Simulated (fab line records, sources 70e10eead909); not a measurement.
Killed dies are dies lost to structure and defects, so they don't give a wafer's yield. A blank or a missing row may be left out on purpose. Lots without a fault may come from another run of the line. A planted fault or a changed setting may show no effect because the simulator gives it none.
Chamber matching | flow nand_harc | NHARC_A_SGD_CUT_ETCHBACK_24 on rie_diel-07: 4 sister chambers
The step etches the open film in CH3F/O2, target depth 50 nm, time 92.857 s. 14 wafers are shown with their chamber, then 7 later ones without.

WAFERS WITH THEIR CHAMBER
wafer  | chamber | showerhead_plenum_p_Torr (Torr) | drypump_motor_current_A (A) | rf_vpp_V (V)
L075.3 | 1       | 2.29                            | 5.8                         | 242.7
L075.4 | 3       | 2.40                            | 6.3                         | 244.9
L075.6 | 0       | 2.41                            | 5.8                         | 244.6
L074.2 | 3       | 2.40                            | 6.3                         | 242.6
L074.5 | 3       | 2.40                            | 6.2                         | 243.8
L074.6 | 2       | 2.38                            | 6.1                         | 243.9
L082.1 | 1       | 2.29                            | 5.8                         | 242.6
L082.2 | 0       | 2.40                            | 5.8                         | 242.7
L082.3 | 2       | 2.38                            | 6.1                         | 242.6
L087.3 | 0       | 2.40                            | 5.8                         | 244.4
L087.4 | 1       | 2.29                            | 5.8                         | 242.7
L087.5 | 2       | 2.38                            | 6.1                         | 244.4
L092.1 | 3       | 2.39                            | 6.3                         | 243.3
L092.5 | 1       | 2.29                            | 5.8                         | 241.6

SIGNATURES (means of the wafers above)
reading                  | chamber 0 | chamber 1 | chamber 2 | chamber 3 | scatter within a chamber
showerhead_plenum_p_Torr | 2.4033    | 2.2900    | 2.3800    | 2.3975    | 0.00376
drypump_motor_current_A  | 5.800     | 5.800     | 6.100     | 6.275     | 0.0274
rf_vpp_V                 | 243.900   | 242.400   | 243.633   | 243.650   | 0.87
Rule: a wafer's distance from a chamber is the root of the sum, over the readings, of the square of ((its reading less the chamber's mean) divided by the reading's scatter). The wafer belongs to the nearest chamber; if the next one is less than 2 further off, it can't be placed. The scatter: the root of (the sum of the squares of (reading less its chamber's mean) over the shown wafers, divided by (wafers less chambers)).

WAFERS WITHOUT THEIR CHAMBER
wafer  | showerhead_plenum_p_Torr (Torr) | drypump_motor_current_A (A) | rf_vpp_V (V)
L092.6 | 2.40                            | 5.8                         | 244.6
L094.3 | 2.39                            | 6.3                         | 244.5
L094.4 | 2.40                            | 5.8                         | 243.6
L094.5 | 2.29                            | 5.8                         | 243.5
L097.2 | 2.39                            | 6.3                         | 243.9
L097.3 | 2.38                            | 6.2                         | 242.9
L097.6 | 2.40                            | 5.8                         | 243.9

WHICH CHAMBER EACH WENT THROUGH
wafer  | from the rows above     | in truth
L092.6 | 0                       | 0
L094.3 | 3                       | 3
L094.4 | 0                       | 0
L094.5 | 1                       | 1
L097.2 | 3                       | 3
L097.3 | can't be placed: 2 or 3 | 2
L097.6 | 0                       | 0
Placed correctly: 6 of 7. Can't be placed from these rows: 1 (the true chamber is among the candidates in 1). Placed wrongly: 0.
